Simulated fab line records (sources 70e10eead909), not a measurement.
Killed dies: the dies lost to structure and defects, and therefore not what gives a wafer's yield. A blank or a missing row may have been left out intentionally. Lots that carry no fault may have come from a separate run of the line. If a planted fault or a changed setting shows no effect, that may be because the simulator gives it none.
Chamber matching	flow nand-harc	NHARC_P_GATE_DESCUM_93 on rie-diel-07: 4 sister chambers
The step chemistry O2, time 3 s. 7 wafers are shown with their chamber, then 7 later ones without.

== WAFERS, EACH WITH ITS CHAMBER ==
wafer	chamber	drypump-motor-current-A (A)	oes-product-au (a.u.)
L442.2	0	5.95	1.003
L444.4	2	5.91	1.014
L445.4	3	5.70	0.997
L445.5	2	5.93	0.997
L445.6	1	5.67	0.981
L447.1	3	5.71	0.988
L447.2	1	5.62	0.969

== WAFERS MISSING THEIR CHAMBER ==
wafer	drypump-motor-current-A (A)	oes-product-au (a.u.)
L447.6	5.97	1.002
L446.3	5.92	0.999
L446.4	5.67	0.977
L446.6	5.71	1.002
L450.2	5.65	1.016
L450.4	5.94	1.004
L450.6	5.70	0.997

== CHAMBER TAKEN BY EACH ==
wafer	from the rows above	in truth
L447.6	can't be placed: 0 or 2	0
L446.3	can't be placed: 2 or 0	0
L446.4	can't be placed: 1 or 3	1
L446.6	3	3
L450.2	can't be placed: 3 or 1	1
L450.4	can't be placed: 0 or 2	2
L450.6	3	3
Correct placement for 2 of the 7. Cannot be placed on the basis of these rows: 5; the candidates contain the true chamber in 5. Wrongly placed: 0.
How it was worked out, from the rows above alone: a wafer's distance from a chamber is the root of the sum, over the readings, of the square of ((its reading less the chamber's mean) divided by the reading's scatter). The wafer belongs to the nearest chamber; if the next one is less than 2 further off, it can't be placed. A chamber's mean is the mean of its shown wafers. The scatter: take each reading less its chamber's mean, square it, sum over the shown wafers, divide by the number of wafers less the number of chambers, and take the root.
